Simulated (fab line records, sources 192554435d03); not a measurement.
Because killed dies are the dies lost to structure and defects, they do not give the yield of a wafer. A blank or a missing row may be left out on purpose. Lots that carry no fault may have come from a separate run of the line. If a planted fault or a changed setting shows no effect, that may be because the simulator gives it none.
Split-lot trial -- flow n5 finfet -- route with 1938 steps; 7 lots, 39 wafers read

## ON THE SPLIT
At N5_DUMMY_GATE_ETCH_37 (etches SOC in N2/H2, target depth 60 nm, overetch 30 nm), the setting source w was moved away from the recipe's 840 W on 15 of the 39 wafers read, by -15.7% to +17.8%. This setting was run at the recipe's value on the other wafers.

The reading is taken at the split's own step.

## THE READING
rf vpp V, in V, at N5_DUMMY_GATE_ETCH_37 (etches SOC in N2/H2, target depth 60 nm, overetch 30 nm). Typical for fault-free wafers on this fab line: 524.1 V, with standard deviation 2 V.

wafer,"tool, chamber at the split","source w as run, W",against the recipe,"rf vpp V, V",against lot-mates on the recipe
L074.2,"rie diel-06, 1",840,recipe,523.6,-
L074.5,"rie diel-06, 0",840,recipe,522.2,-
L074.6,"rie diel-06, 3",840,recipe,526.8,-
L075.1,"rie diel-06, 0",759.6,-9.6%,539.4,+15.3
L075.2,"rie diel-06, 3",840,recipe,526.5,-
L075.3,"rie diel-06, 1",840,recipe,522.7,-
L075.4,"rie diel-06, 2",759.6,-9.6%,545.4,+21.3
L075.5,"rie diel-06, 0",759.6,-9.6%,539.2,+15.1
L075.6,"rie diel-06, 1",840,recipe,523.2,-
L079.1,"rie diel-02, 0",749.6,-10.8%,547.4,+23.9
L079.2,"rie diel-02, 3",840,recipe,522.8,-
L079.3,"rie diel-02, 2",749.6,-10.8%,545.2,+21.7
L079.4,"rie diel-02, 1",840,recipe,523.0,-
L079.5,"rie diel-02, 2",840,recipe,524.8,-
L079.6,"rie diel-02, 1",749.6,-10.8%,543.4,+19.9
L080.1,"rie diel-05, 0",708.1,-15.7%,552.3,+27.8
L080.2,"rie diel-05, 1",708.1,-15.7%,558.1,+33.6
L080.3,"rie diel-05, 2",840,recipe,526.1,-
L080.4,"rie diel-05, 3",840,recipe,522.4,-
L080.5,"rie diel-05, 1",840,recipe,525.0,-
L080.6,"rie diel-05, 0",708.1,-15.7%,552.6,+28.1
L082.1,"rie diel-05, 1",989.5,+17.8%,498.2,-25.6
L082.2,"rie diel-05, 0",989.5,+17.8%,494.3,-29.5
L082.3,"rie diel-05, 3",840,recipe,522.5,-
L082.4,"rie diel-05, 2",840,recipe,526.0,-
L082.5,"rie diel-05, 3",840,recipe,523.0,-
L082.6,"rie diel-05, 0",989.5,+17.8%,492.9,-30.9
L087.1,"rie diel-06, 0",894.4,+6.5%,511.3,-13.8
L087.2,"rie diel-06, 1",840,recipe,522.2,-
L087.3,"rie diel-06, 3",840,recipe,526.7,-
L087.4,"rie diel-06, 2",894.4,+6.5%,516.4,-8.7
L087.5,"rie diel-06, 2",894.4,+6.5%,515.5,-9.6
L087.6,"rie diel-06, 3",840,recipe,526.5,-
L095.1,"rie diel-02, 2",840,recipe,522.8,-
L095.2,"rie diel-02, 0",840,recipe,525.7,-
L095.3,"rie diel-02, 1",840,recipe,522.5,-
L095.4,"rie diel-02, 0",840,recipe,525.8,-
L095.5,"rie diel-02, 2",840,recipe,524.6,-
L095.6,"rie diel-02, 1",840,recipe,521.7,-

FIT RESULTS
A straight line over all 39 wafers: rf vpp V changes by -1.77 V for each +1% of source w; r = -0.99; the points scatter about the line by 2.3 V.
The same after taking each lot's own level away (the mean of its wafers on the recipe; 39 wafers): -1.77 V for each +1%; r = -0.99; scatter 2.3 V.
According to that fit, moving source w by its largest amount changes the reading by 32 V.
The span of the lots' own levels, 523.53 to 525.13 V, comes to 0.8 times the standard deviation stated above.
The two slopes are in agreement: the lot-to-lot level therefore moves the slope only a little.
Check: with one of the wafers moved furthest among these (+17.8%) left out of the fit, the line predicts -32 V for it against its lot-mates. It came out at -25.6 V against them.
Tool readings at the split's step, against how far the setting was moved: rf vpp V r = -0.99.

## THE OTHER SPLITS THESE WAFERS WENT THROUGH
Other splits were also applied to these wafers ahead of the reading. Each is held against what the fit with the lots' levels taken away leaves over:
other split on the same wafers,wafers away from the commonest value,r with rf vpp V (lot level and that fit taken away)
N5_FIN_CUT_CUT_ETCH_26 source w,15,+0.02
N5_DUMMY_GATE_CVD_03 temp c,24,+0.19

## FILE'S OWN FIT
rf vpp V changes by -1.78 V for each +1% of source w, r = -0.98.
